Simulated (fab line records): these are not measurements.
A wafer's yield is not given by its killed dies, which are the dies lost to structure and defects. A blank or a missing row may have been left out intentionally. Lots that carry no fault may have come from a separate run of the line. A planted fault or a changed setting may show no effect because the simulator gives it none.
Which tool was responsible?    flow n5Finfet    at 1 step of a route of 1938, 9 lots with 27 wafers sampled

WHAT THE GAUGES READ, wafer by wafer
N5_DUMMY_REMOVAL_INSPECT_06: inspects for defects (brightfield).
lot   measured     on                rawDefectCount
L209  day 4 04:35  defectInspect-02  13 13 4
L210  day 4 14:08  defectInspect-02  15 5 7
L215  day 5 21:07  defectInspect-01  8 12 8
L217  day 6 08:26  defectInspect-02  4 8 8
L219  day 6 23:32  defectInspect-02  5 15 11
L220  day 7 02:13  defectInspect-01  12 21 6
L226  day 8 10:40  defectInspect-01  12 14 9
L230  day 9 10:09  defectInspect-02  14 7 7
L231  day 9 16:43  defectInspect-01  9 8 12

WHICH TOOL RAN EACH LOT (tool, then ch and the chambers of the sampled wafers, then the start)
The record holds no process step before these readings.

THE ANSWER, worked out from the rows above alone
Rule: what is usual is taken from the lots themselves. Put in order of their means at a reading, lots are off if they are a third of the lots or fewer, leave a main group of 4 or more, and stand apart from it by a gap of 3 or more times the standard deviation of the main group's means; of several such gaps the widest counts. A main group whose means are all the same, to the digits that the tables above print for the reading, isn't used. Also off: a lot with no number at a reading for which 4 or more lots have one. All remaining lots with rows at the step are treated as sound.
Nothing can be told from this: no lot is off at any reading shown.

WHAT WAS PUT IN BY THE SIMULATOR
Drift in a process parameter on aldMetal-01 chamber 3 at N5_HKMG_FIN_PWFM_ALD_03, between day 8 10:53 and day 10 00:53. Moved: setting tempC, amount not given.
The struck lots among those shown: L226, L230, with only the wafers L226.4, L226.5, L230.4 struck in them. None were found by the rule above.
